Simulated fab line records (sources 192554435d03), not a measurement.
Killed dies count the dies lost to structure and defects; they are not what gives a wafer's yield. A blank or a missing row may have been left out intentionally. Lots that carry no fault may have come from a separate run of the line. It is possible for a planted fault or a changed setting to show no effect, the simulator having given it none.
Comparing a struck lot with a sound one    flow n5 finfet    19 out of 1938 route steps
Sound: wafers L951.1, L951.5, L951.6. The struck wafers were L963.3, L963.4, L963.5. The cause comes at the end.
For every step that has rows: the tool of each side, followed by ch and its chambers, followed by its first start. Under that, the readings that differ: sound wafers    struck wafers    difference of the means    sigmas: that difference in standard deviations of wafers without a fault.
alike: readings with means less than 2 such deviations apart, plus words and numbers identical on both sides. not compared: withheld readings, readings lacking a value on some wafer, bounds such as >300 that could conceal the same value, and numbers that have no deviation in the record and whose values overlap.
Wherever a step has rows on one side only, a row that says differs or no value, or a row with sigmas, the two part there. Numbers that have no deviation but don't overlap get no sigmas and don't part them. A reading that every wafer of one side lacks parts them only if that side has two wafers or more.

N5_BEOL_M13_ETCH_59: etches BARC in N2/H2, target depth 89 nm, overetch 26.7 nm, time 67.9 s.
  sound on rie diel-02 ch 0,3, day 14 03:37; struck on rie diel-04 ch 0,2,3, day 16 19:43
  alike: drypump motor current A, n2 flow sccm, oes product au, rf vpp V, showerhead plenum p Torr, throttle valve pct
  not compared: rf hours counter h
N5_BEOL_M13_VIA_ETCH_16: etches SiOC in C4F8/O2/Ar, target depth 921.7 nm.
  sound on rie diel-02 ch 0,3, day 14 03:40; struck on rie diel-04 ch 0,2,3, day 16 19:46
  alike: drypump motor current A, oes product au, rf vpp V, showerhead plenum p Torr, throttle valve pct
N5_BEOL_M13_STRIP_63: strips in N2/H2.
  sound on plasma asher-02 ch 0,1, day 14 03:54; struck on plasma asher-01 ch 0,1, day 16 20:02
  alike: drypump motor current A, heater power w, n2 flow sccm, oes product au, strip time to endpoint s
  not compared: rf hours counter h
N5_BEOL_M13_STRIP_64: strips in N2/H2.
  sound on plasma asher-02 ch 0,1, day 14 03:58; struck on plasma asher-01 ch 0,1, day 16 20:05
  alike: drypump motor current A, heater power w, n2 flow sccm, oes product au, strip time to endpoint s
  not compared: rf hours counter h
then, 2 steps without rows for these wafers: N5_BEOL_M13_STRIP_71 (strips in post etch residue remover, time 60 s); N5_BEOL_M13_SRD_72 (time 30 s, dry time 30 s).
N5_BEOL_M13_CD_MEAS_17: target cd 190 nm.
  struck on cd sem-02, day 16 20:13; sound on cd sem-02, day 14 04:06
  alike: cd nm
then, 5 steps without rows for these wafers: N5_BEOL_M13_COAT_65 (time 60 s, resist thk 350 nm); N5_BEOL_M13_COAT_66 (time 60 s, resist thk 110 nm); N5_BEOL_M13_COAT_22 (resist thk 300 nm); N5_BEOL_M13_EBR_24; N5_BEOL_M13_SOFTBAKE_23 (time 60 s).
N5_BEOL_M13_EXPOSE_25: exposes mask M13, target cd 210 nm.
  sound on krf scanner-02 ch 0, day 14 04:16; struck on krf scanner-01 ch 0, day 16 20:23
reading                           sound        struck          difference  sigmas
model.BEOL_M13.overlay x nm (nm)  1.6 1.6 1.6  23.4 23.4 23.4  +21.8       
  alike: mask
then, 3 steps without rows for these wafers: N5_BEOL_M13_PEB_26 (peb time 90 s); N5_BEOL_M13_DEVELOP_27 (develop time 45 s); N5_BEOL_M13_HARDBAKE_32 (time 120 s).
N5_BEOL_M13_CD_MEAS_28: target cd 209.5 nm.
  sound on cd sem-02 ch 0, day 14 04:26; struck on cd sem-01 ch 0, day 16 20:32
reading     sound              struck             difference  sigmas
cd nm (nm)  209.5 210.7 211.5  207.1 207.8 207.3  -3.2        -2
N5_BEOL_M13_OVL_MEAS_29:
  sound on overlay-02 ch 0, day 14 04:28; struck on overlay-01 ch 0, day 16 20:34
reading       sound     struck    difference  sigmas
M13_OVL (nm)  -4 -6 -1  14 22 26  +24         +4
N5_BEOL_M13_INSPECT_30: inspects for defects (macro).
  struck on defect inspect-02, day 16 20:35; sound on defect inspect-01, day 14 04:29
  alike: raw defect count

WHERE THEY PART
Earliest at N5_BEOL_M13_CD_MEAS_28; latest, in this record, at N5_BEOL_M13_OVL_MEAS_29. Later steps at which nothing parts them and some readings are alike: N5_BEOL_M13_INSPECT_30.

WHY: the cause the simulator had injected
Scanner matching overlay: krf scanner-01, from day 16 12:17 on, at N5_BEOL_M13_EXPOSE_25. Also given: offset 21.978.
